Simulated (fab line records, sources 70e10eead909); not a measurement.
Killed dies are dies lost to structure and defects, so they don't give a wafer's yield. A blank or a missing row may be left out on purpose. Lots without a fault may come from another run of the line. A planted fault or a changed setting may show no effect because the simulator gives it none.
Chamber matching | flow nand_harc | NHARC_P_M1_CMP_23 on cmp-02: 4 sister chambers
The step polishes, t overpolish 20 s, target thk 157.82 nm. 14 wafers are shown with their chamber, then 7 later ones without.

WAFERS WITH THEIR CHAMBER
wafer  | chamber | motor_current_A (A) | time_to_endpoint_s (s)
L078.1 | 0       | 13.1                | 29.5
L078.2 | 1       | 11.9                | 30.4
L078.4 | 2       | 10.4                | 26.9
L082.4 | 2       | 10.8                | 27.7
L082.5 | 2       | 10.4                | 26.1
L082.6 | 3       | 13.1                | 26.7
L086.2 | 1       | 12.5                | 26.4
L086.5 | 0       | 12.2                | 28.9
L086.6 | 3       | 12.7                | 27.0
L089.3 | 1       | 12.8                | 25.7
L089.5 | 0       | 12.3                | 24.6
L089.6 | 1       | 12.3                | 29.5
L091.2 | 1       | 12.2                | 29.5
L091.3 | 3       | 13.3                | 27.2

SIGNATURES (means of the wafers above)
reading            | chamber 0 | chamber 1 | chamber 2 | chamber 3 | scatter within a chamber
motor_current_A    | 12.533    | 12.340    | 10.533    | 13.033    | 0.351
time_to_endpoint_s | 27.667    | 28.300    | 26.900    | 26.967    | 1.83
Rule: a wafer's distance from a chamber is the root of the sum, over the readings, of the square of ((its reading less the chamber's mean) divided by the reading's scatter). The wafer belongs to the nearest chamber; if the next one is less than 2 further off, it can't be placed. The scatter: the root of (the sum of the squares of (reading less its chamber's mean) over the shown wafers, divided by (wafers less chambers)).

WAFERS WITHOUT THEIR CHAMBER
wafer  | motor_current_A (A) | time_to_endpoint_s (s)
L091.4 | 10.0                | 28.3
L094.2 | 13.0                | 29.1
L094.4 | 12.5                | 29.1
L094.5 | 10.4                | 28.5
L096.1 | 12.3                | 30.0
L096.3 | 13.5                | 30.6
L096.6 | 11.3                | 29.2

WHICH CHAMBER EACH WENT THROUGH
wafer  | from the rows above          | in truth
L091.4 | 2                            | 2
L094.2 | can't be placed: 3 or 0 or 1 | 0
L094.4 | can't be placed: 1 or 0 or 3 | 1
L094.5 | 2                            | 2
L096.1 | can't be placed: 1 or 0 or 3 | 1
L096.3 | can't be placed: 3 or 0 or 1 | 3
L096.6 | can't be placed: 2 or 1 or 0 | 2
Placed correctly: 2 of 7. Can't be placed from these rows: 5 (the true chamber is among the candidates in 5). Placed wrongly: 0.
